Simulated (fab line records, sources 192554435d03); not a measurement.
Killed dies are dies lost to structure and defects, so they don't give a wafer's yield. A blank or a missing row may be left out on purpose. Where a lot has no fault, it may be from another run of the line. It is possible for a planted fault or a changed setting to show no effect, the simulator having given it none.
Lot-split experiment    flow n5Finfet    route with 1938 steps; 7 lots, 21 wafers read

== THE SPLIT ==
At N5_BEOL_M7_EXPOSE_08 (exposes mask M7), the setting doseMj was moved away from the recipe's 68.25 on 5 of the 21 wafers read, by -5.1% to +6.9%. All remaining wafers had this setting at the recipe value.

== FROM THE SPLIT TO THE READING: what the file shows between them, 22 steps ==
- N5_BEOL_M7_PEB_09: peb time 60 s
- N5_BEOL_M7_DEVELOP_10: develop time 30 s
- N5_BEOL_M7_CD_MEAS_11: target cd 38.5 nm
- N5_BEOL_M7_DESCUM_16: chemistry O2, time 7.9 s
- N5_BEOL_M7_ETCH_61: etches SiARC in CF4, target depth 45.5 nm, time 75.8 s
- N5_BEOL_M7_ETCH_62: etches SOC in N2/H2, target depth 110 nm, overetch 22 nm, time 165 s
- N5_BEOL_M7_STRIP_68: strips in N2/H2
- N5_BEOL_M7_STRIP_67: strips in CF4
- N5_BEOL_M7_HM_OPEN_17: chemistry Cl2/BCl3, target TiN, target depth 20 nm, overetch 6 nm
- N5_BEOL_M7_STRIP_19: strips in O2
- N5_BEOL_M7_CD_MEAS_18: pitch 80 nm, target cd 40 nm
- N5_BEOL_M7_DESCUM_33: chemistry O2, time 7 s (also split here: timeS)
- N5_BEOL_M7_ETCH_72: etches underlayer in N2/H2, target depth 6.5 nm, time 5.2 s
- N5_BEOL_M7_ETCH_65: etches SiARC in CF4, target depth 15.6 nm, time 26 s
- N5_BEOL_M7_TRENCH_ETCH_37: etches SiCOH lowk in C4F6/O2, target depth 93.478 nm, time 31.2 s (also split here: timeS)
- N5_BEOL_M7_ETCH_41: etches SiCN in CH3F/O2, target depth 31.9 nm, time 57.8 s
- N5_BEOL_M7_STRIP_80: strips in N2/H2, time 10 s
- N5_BEOL_M7_OCD_MEAS_38
- N5_BEOL_M7_HM_STRIP_39: strips TiN in peroxide tin strip, target depth 25 nm, time 158 s
- N5_BEOL_M7_SRD_40: time 30 s
- N5_BEOL_M7_PRECLEAN_42: cleans in residue remover, time 60 s
- N5_BEOL_M7_SRD_43: time 30 s

== THE READING ==
cdNm (nm) at N5_BEOL_M7_CD_MEAS_35, where the cd target is 40 nm. A value of 40.1 nm with a standard deviation of 0.64 nm is what fault-free wafers of this fab line usually give.

wafer   tool, chamber at the split  doseMj as run  against the recipe  cdNm, nm  against lot-mates on the recipe
L074.1  arfiScanner-01, 0           68.25          recipe              41.7      -
L074.3  arfiScanner-01, 0           68.25          recipe              40.3      -
L074.5  arfiScanner-01, 0           68.25          recipe              40.1      -
L078.1  arfiScanner-03, 0           64.78          -5.1%               38.1      -2.0
L078.2  arfiScanner-03, 0           68.25          recipe              39.8      -
L078.5  arfiScanner-03, 0           68.25          recipe              40.5      -
L080.1  arfiScanner-03, 0           68.25          recipe              40.0      -
L080.3  arfiScanner-03, 0           68.25          recipe              40.7      -
L080.4  arfiScanner-03, 0           68.25          recipe              40.0      -
L086.1  arfiScanner-03, 0           68.25          recipe              39.0      -
L086.3  arfiScanner-03, 0           68.25          recipe              39.5      -
L086.4  arfiScanner-03, 0           68.25          recipe              40.1      -
L088.1  arfiScanner-02, 0           68.25          recipe              39.3      -
L088.2  arfiScanner-02, 0           69.83          +2.3%               40.4      +1.1
L088.3  arfiScanner-02, 0           69.83          +2.3%               39.9      +0.6
L087.1  arfiScanner-03, 0           68.25          recipe              40.4      -
L087.2  arfiScanner-03, 0           68.25          recipe              40.1      -
L087.3  arfiScanner-03, 0           68.25          recipe              40.3      -
L096.2  arfiScanner-01, 0           68.25          recipe              39.5      -
L096.3  arfiScanner-01, 0           72.98          +6.9%               43.8      +4.3
L096.6  arfiScanner-01, 0           72.98          +6.9%               43.7      +4.2

FIT RESULTS
A straight line over all 21 wafers: cdNm changes by +0.465 nm for each +1% of doseMj; r = +0.87; the points scatter about the line by 0.67 nm.
The same after taking each lot's own level away (the mean of its wafers on the recipe; 21 wafers): +0.549 nm for each +1%; r = +0.95; scatter 0.47 nm.
On that fit, the largest move of doseMj shifts the reading by 3.8 nm.
Across the lots, their own levels run from 39.30 to 40.70 nm, a range of 2.2 times the standard deviation given above.
In other words, the slope is changed by the lot-to-lot level; the two fits disagree.
Check: with one of the wafers moved furthest among these (+6.9%) left out of the fit, the line predicts +3.57 nm for it against its lot-mates. It came out at +4.3 nm against them.

== ADDITIONAL SPLITS CARRIED BY THESE WAFERS ==
Note: prior to the reading, these wafers also went through further splits. Each is held against what the fit with the lots' levels taken away leaves over:
other split on the same wafers   wafers away from the commonest value  r with cdNm (lot level and that fit taken away)
N5_BEOL_M7_DESCUM_33 timeS       6                                     -0.18
N5_BEOL_M7_TRENCH_ETCH_37 timeS  8                                     +0.22

== THE WHOLE CHAIN: every reading that the file lists as answering this split, in the file's order ==
step                   what it does                                                          reading                                                              change (the file's fit)                r (the file's)
N5_BEOL_M7_CD_MEAS_11  target cd 38.5 nm                                                     cdNm                                                                 +0.52 nm for each +1% of the setting   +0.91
N5_BEOL_M7_ETCH_61     etches SiARC in CF4, target depth 45.5 nm, time 75.8 s                BEOL_M7.cdOffsetNm (the simulator's own value, which no gauge read)  +0.516 nm for each +1% of the setting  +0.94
N5_BEOL_M7_ETCH_62     etches SOC in N2/H2, target depth 110 nm, overetch 22 nm, time 165 s  BEOL_M7.cdOffsetNm (the simulator's own value, which no gauge read)  +0.496 nm for each +1% of the setting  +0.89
N5_BEOL_M7_HM_OPEN_17  chemistry Cl2/BCl3, target TiN, target depth 20 nm, overetch 6 nm     BEOL_M7.cdOffsetNm (the simulator's own value, which no gauge read)  +0.527 nm for each +1% of the setting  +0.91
N5_BEOL_M7_CD_MEAS_18  pitch 80 nm, target cd 40 nm                                          cdNm                                                                 +0.508 nm for each +1% of the setting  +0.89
N5_BEOL_M7_CD_MEAS_35  target cd 40 nm                                                       cdNm                                                                 +0.534 nm for each +1% of the setting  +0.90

== THE FILE'S OWN FIT ==
cdNm changes by +0.534 nm for each +1% of doseMj, r = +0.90.
